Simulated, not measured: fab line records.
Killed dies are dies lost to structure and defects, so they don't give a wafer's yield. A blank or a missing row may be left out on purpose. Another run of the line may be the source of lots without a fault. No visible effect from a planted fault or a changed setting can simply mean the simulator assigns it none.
Which of the tools did it? / flow nand-harc / 13 lots, 39 wafers sampled, at 5 steps of a route of 1159

## WHAT THE GAUGES READ, wafer by wafer
NHARC_A_SLIT_CD_MEAS_21.
lot=L843; measured=day 14 17:39; on=cd-sem-02; cd-nm (nm)=289.3 288.9 289.6
lot=L844; measured=day 15 03:40; on=cd-sem-03; cd-nm (nm)=288.6 288.9 288.9
lot=L847; measured=day 15 09:18; on=cd-sem-03; cd-nm (nm)=290.8 291.5 290.6
lot=L846; measured=day 15 09:28; on=cd-sem-02; cd-nm (nm)=290.2 289.4 290.5
lot=L849; measured=day 16 03:44; on=cd-sem-03; cd-nm (nm)=289.8 290.0 289.8
lot=L848; measured=day 16 05:23; on=cd-sem-02; cd-nm (nm)=290.0 290.8 291.1
lot=L851; measured=day 16 17:04; on=cd-sem-03; cd-nm (nm)=289.7 289.7 290.0
lot=L854; measured=day 17 04:13; on=cd-sem-02; cd-nm (nm)=289.2 290.3 290.5
lot=L855; measured=day 17 16:43; on=cd-sem-01; cd-nm (nm)=290.6 290.2 289.9
lot=L859; measured=day 19 05:46; on=cd-sem-03; cd-nm (nm)=290.1 290.5 290.7
lot=L860; measured=day 19 07:57; on=cd-sem-02; cd-nm (nm)=288.3 288.8 289.2
lot=L861; measured=day 19 09:07; on=cd-sem-03; cd-nm (nm)=290.0 290.5 290.5
lot=L862; measured=day 19 10:16; on=cd-sem-01; cd-nm (nm)=290.0 289.8 289.2

NHARC_END_SORT_01.
lot=L854; measured=day 22 09:53; on=prober-02; killed-at-array=35 667 672; killed-at-other=1 3 0; killed-at-periphery=6 7 5; killed-dies=42 677 677; killed-open=8 6 3; killed-short=3 2 1
lot=L855; measured=day 22 14:04; on=prober-01; killed-at-array=37 668 36; killed-at-other=0 0 0; killed-at-periphery=2 9 6; killed-dies=39 677 42; killed-open=2 3 2; killed-short=5 3 3

## EACH LOT AND THE TOOL THAT RAN IT (in order: tool; ch and the chambers of the sampled wafers; start)
lot=L843; NHARC_A_WL_FILL_RTA_01=rtp-anneal-02 ch 0, day 15 00:11; NHARC_A_WL_FILL_ETCHBACK_04=rie-metal-02 ch 0,1, day 15 04:49; NHARC_A_WL_FILL_STRIP_29=rie-diel-03 ch 0,1, day 15 14:42
lot=L844; NHARC_A_WL_FILL_RTA_01=rtp-anneal-01 ch 0, day 15 13:00; NHARC_A_WL_FILL_ETCHBACK_04=rie-metal-02 ch 0,1, day 15 20:43; NHARC_A_WL_FILL_STRIP_29=rie-diel-03 ch 2,3, day 16 07:16
lot=L847; NHARC_A_WL_FILL_RTA_01=rtp-anneal-01 ch 0, day 15 17:16; NHARC_A_WL_FILL_ETCHBACK_04=rie-metal-03 ch 0,1, day 16 00:42; NHARC_A_WL_FILL_STRIP_29=rie-diel-05 ch 0,1, day 16 14:14
lot=L846; NHARC_A_WL_FILL_RTA_01=rtp-anneal-02 ch 0, day 15 17:25; NHARC_A_WL_FILL_ETCHBACK_04=rie-metal-02 ch 0,1, day 16 00:46; NHARC_A_WL_FILL_STRIP_29=rie-diel-06 ch 0,1,3, day 16 15:14
lot=L849; NHARC_A_WL_FILL_RTA_01=rtp-anneal-01 ch 0, day 16 14:08; NHARC_A_WL_FILL_ETCHBACK_04=rie-metal-02 ch 0,1, day 16 20:31; NHARC_A_WL_FILL_STRIP_29=rie-diel-05 ch 2,3, day 17 10:52
lot=L848; NHARC_A_WL_FILL_RTA_01=rtp-anneal-01 ch 0, day 16 13:58; NHARC_A_WL_FILL_ETCHBACK_04=rie-metal-01 ch 0,1, day 16 20:35; NHARC_A_WL_FILL_STRIP_29=rie-diel-03 ch 0,2,3, day 17 07:53
lot=L851; NHARC_A_WL_FILL_RTA_01=rtp-anneal-01 ch 0, day 17 00:50; NHARC_A_WL_FILL_ETCHBACK_04=rie-metal-03 ch 0,1, day 17 11:19; NHARC_A_WL_FILL_STRIP_29=rie-diel-06 ch 0,1,3, day 17 21:38
lot=L854; NHARC_A_WL_FILL_RTA_01=rtp-anneal-02 ch 0, day 17 12:14; NHARC_A_WL_FILL_ETCHBACK_04=rie-metal-03 ch 1, day 17 18:55; NHARC_A_WL_FILL_STRIP_29=rie-diel-03 ch 1,2, day 18 10:06
lot=L855; NHARC_A_WL_FILL_RTA_01=rtp-anneal-01 ch 0, day 18 00:07; NHARC_A_WL_FILL_ETCHBACK_04=rie-metal-03 ch 0,1, day 18 04:08; NHARC_A_WL_FILL_STRIP_29=rie-diel-03 ch 0,1,2, day 18 14:15
lot=L859; NHARC_A_WL_FILL_RTA_01=rtp-anneal-02 ch 0, day 19 13:57; NHARC_A_WL_FILL_ETCHBACK_04=rie-metal-02 ch 0,1, day 19 17:53; NHARC_A_WL_FILL_STRIP_29=rie-diel-05 ch 0,3, day 20 07:50
lot=L860; NHARC_A_WL_FILL_RTA_01=rtp-anneal-01 ch 0, day 19 14:22; NHARC_A_WL_FILL_ETCHBACK_04=rie-metal-02 ch 0,1, day 19 21:17; NHARC_A_WL_FILL_STRIP_29=rie-diel-05 ch 0,1,2, day 20 04:52
lot=L861; NHARC_A_WL_FILL_RTA_01=rtp-anneal-01 ch 0, day 19 17:48; NHARC_A_WL_FILL_ETCHBACK_04=rie-metal-02 ch 1, day 20 00:52; NHARC_A_WL_FILL_STRIP_29=rie-diel-03 ch 1,2,3, day 20 10:54
lot=L862; NHARC_A_WL_FILL_RTA_01=rtp-anneal-02 ch 0, day 19 17:39; NHARC_A_WL_FILL_ETCHBACK_04=rie-metal-01 ch 1, day 20 00:19; NHARC_A_WL_FILL_STRIP_29=rie-diel-05 ch 0,2,3, day 20 10:55
- NHARC_A_WL_FILL_RTA_01: time 5 s.
- NHARC_A_WL_FILL_ETCHBACK_04: etches the open film in NF3, target depth 60 nm, time 120 s.
- NHARC_A_WL_FILL_STRIP_29: strips in O2, time 20 s.

## AS READ BY THE TOOLS THEMSELVES (means over the sampled wafers that have a number; for cases with no such wafer, the mark the record gives instead)
NHARC_A_WL_FILL_RTA_01.
lot=L843; tool=rtp-anneal-02; lamp-power-pct (%)=35.7; wafer_temp_C_max=1005.9
lot=L844; tool=rtp-anneal-01; lamp-power-pct (%)=32.3; wafer_temp_C_max=1005.1
lot=L847; tool=rtp-anneal-01; lamp-power-pct (%)=32.3; wafer_temp_C_max=1005.3
lot=L846; tool=rtp-anneal-02; lamp-power-pct (%)=35.6; wafer_temp_C_max=1005.6
lot=L849; tool=rtp-anneal-01; lamp-power-pct (%)=32.2; wafer_temp_C_max=1005.4
lot=L848; tool=rtp-anneal-01; lamp-power-pct (%)=32.2; wafer_temp_C_max=1005.2
lot=L851; tool=rtp-anneal-01; lamp-power-pct (%)=32.3; wafer_temp_C_max=1005.0
lot=L854; tool=rtp-anneal-02; lamp-power-pct (%)=35.7; wafer_temp_C_max=1005.7
lot=L855; tool=rtp-anneal-01; lamp-power-pct (%)=32.3; wafer_temp_C_max=1005.7
lot=L859; tool=rtp-anneal-02; lamp-power-pct (%)=35.6; wafer_temp_C_max=1004.7
lot=L860; tool=rtp-anneal-01; lamp-power-pct (%)=32.3; wafer_temp_C_max=1004.4
lot=L861; tool=rtp-anneal-01; lamp-power-pct (%)=32.2; wafer_temp_C_max=1005.1
lot=L862; tool=rtp-anneal-02; lamp-power-pct (%)=35.7; wafer_temp_C_max=1004.9

NHARC_A_WL_FILL_ETCHBACK_04.
lot=L843; tool=rie-metal-02; drypump-motor-current-A (A)=6.0; oes-product-au (a.u.)=1.003
lot=L844; tool=rie-metal-02; drypump-motor-current-A (A)=6.0; oes-product-au (a.u.)=0.994
lot=L847; tool=rie-metal-03; drypump-motor-current-A (A)=5.8; oes-product-au (a.u.)=1.002
lot=L846; tool=rie-metal-02; drypump-motor-current-A (A)=6.1; oes-product-au (a.u.)=0.995
lot=L849; tool=rie-metal-02; drypump-motor-current-A (A)=6.1; oes-product-au (a.u.)=0.989
lot=L848; tool=rie-metal-01; drypump-motor-current-A (A)=5.7; oes-product-au (a.u.)=0.996
lot=L851; tool=rie-metal-03; drypump-motor-current-A (A)=5.6; oes-product-au (a.u.)=1.005
lot=L854; tool=rie-metal-03; drypump-motor-current-A (A)=5.5; oes-product-au (a.u.)=0.846
lot=L855; tool=rie-metal-03; drypump-motor-current-A (A)=5.6; oes-product-au (a.u.)=0.927
lot=L859; tool=rie-metal-02; drypump-motor-current-A (A)=6.1; oes-product-au (a.u.)=0.994
lot=L860; tool=rie-metal-02; drypump-motor-current-A (A)=6.1; oes-product-au (a.u.)=0.993
lot=L861; tool=rie-metal-02; drypump-motor-current-A (A)=6.3; oes-product-au (a.u.)=0.989
lot=L862; tool=rie-metal-01; drypump-motor-current-A (A)=6.4; oes-product-au (a.u.)=0.990

NHARC_A_WL_FILL_STRIP_29.
lot=L843; tool=rie-diel-03; drypump-motor-current-A (A)=6.0; oes-product-au (a.u.)=0.993; rf-vpp-V (V)=57.4; showerhead-plenum-p-Torr (Torr)=3.60; throttle-valve-pct (%)=17.033
lot=L844; tool=rie-diel-03; drypump-motor-current-A (A)=5.7; oes-product-au (a.u.)=0.985; rf-vpp-V (V)=57.6; showerhead-plenum-p-Torr (Torr)=3.38; throttle-valve-pct (%)=17.045
lot=L847; tool=rie-diel-05; drypump-motor-current-A (A)=5.8; oes-product-au (a.u.)=1.011; rf-vpp-V (V)=58.2; showerhead-plenum-p-Torr (Torr)=3.51; throttle-valve-pct (%)=17.036
lot=L846; tool=rie-diel-06; drypump-motor-current-A (A)=6.2; oes-product-au (a.u.)=0.990; rf-vpp-V (V)=57.5; showerhead-plenum-p-Torr (Torr)=3.48; throttle-valve-pct (%)=17.023
lot=L849; tool=rie-diel-05; drypump-motor-current-A (A)=5.5; oes-product-au (a.u.)=1.012; rf-vpp-V (V)=58.6; showerhead-plenum-p-Torr (Torr)=3.63; throttle-valve-pct (%)=17.031
lot=L848; tool=rie-diel-03; drypump-motor-current-A (A)=5.9; oes-product-au (a.u.)=0.988; rf-vpp-V (V)=58.0; showerhead-plenum-p-Torr (Torr)=3.48; throttle-valve-pct (%)=17.028
lot=L851; tool=rie-diel-06; drypump-motor-current-A (A)=6.2; oes-product-au (a.u.)=0.990; rf-vpp-V (V)=58.2; showerhead-plenum-p-Torr (Torr)=3.48; throttle-valve-pct (%)=17.025
lot=L854; tool=rie-diel-03; drypump-motor-current-A (A)=5.6; oes-product-au (a.u.)=0.986; rf-vpp-V (V)=57.7; showerhead-plenum-p-Torr (Torr)=3.48; throttle-valve-pct (%)=17.032
lot=L855; tool=rie-diel-03; drypump-motor-current-A (A)=5.8; oes-product-au (a.u.)=0.991; rf-vpp-V (V)=57.9; showerhead-plenum-p-Torr (Torr)=3.54; throttle-valve-pct (%)=17.030
lot=L859; tool=rie-diel-05; drypump-motor-current-A (A)=5.6; oes-product-au (a.u.)=1.015; rf-vpp-V (V)=58.3; showerhead-plenum-p-Torr (Torr)=3.64; throttle-valve-pct (%)=17.032
lot=L860; tool=rie-diel-05; drypump-motor-current-A (A)=5.9; oes-product-au (a.u.)=1.013; rf-vpp-V (V)=57.0; showerhead-plenum-p-Torr (Torr)=3.44; throttle-valve-pct (%)=17.032
lot=L861; tool=rie-diel-03; drypump-motor-current-A (A)=5.6; oes-product-au (a.u.)=0.982; rf-vpp-V (V)=57.5; showerhead-plenum-p-Torr (Torr)=3.44; throttle-valve-pct (%)=17.033
lot=L862; tool=rie-diel-05; drypump-motor-current-A (A)=5.8; oes-product-au (a.u.)=1.008; rf-vpp-V (V)=57.6; showerhead-plenum-p-Torr (Torr)=3.57; throttle-valve-pct (%)=17.031

## THE ANSWER, worked out from the rows above alone
Rule: what is usual is taken from the lots themselves. The widest of any qualifying gaps counts: lots, ordered by their means at a reading, are off when they make up no more than a third of the lots, leave a main group of 4 or more, and stand apart from it by 3 or more times the standard deviation of that group's means. A main group is skipped when, at the precision printed for the reading in the tables above, its means are all equal. A lot without any number at a reading at which 4 lots or more have one is off too. Any other lot the step has rows for is counted as sound. The gauges are gone through in route order, then the tools' own readings, and for those a lot's mean is taken as printed above. At the first step where some lot is off, the reading lying furthest off is the one used; lots without a number count as furthest.
Off: L854, L855, at NHARC_A_WL_FILL_ETCHBACK_04 (oes-product-au). For the main group the mean is 0.995 a.u. and the standard deviation 0.0053.
A tool fits if, at that step or a process step before it, it ran every lot that is off, and no sound lot after the first of them. One fits: NHARC_A_WL_FILL_ETCHBACK_04 on rie-metal-03. A fault onset in the window from L851 (day 17 11:19, its last sound lot) to L854 (day 17 18:55, its first lot off) fits.
On the lots that are off, the tool's own readings at NHARC_A_WL_FILL_ETCHBACK_04 differ by more than 5 times the standard deviation of the sound lots' means, which bears it out; oes-product-au reads 0.887 a.u. there versus 0.995 a.u. on the sound lots.

## WHAT HAD BEEN PUT IN BY THE SIMULATOR
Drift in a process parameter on rie-metal-03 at NHARC_A_WL_FILL_ETCHBACK_04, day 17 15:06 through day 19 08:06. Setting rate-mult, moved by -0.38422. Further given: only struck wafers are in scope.
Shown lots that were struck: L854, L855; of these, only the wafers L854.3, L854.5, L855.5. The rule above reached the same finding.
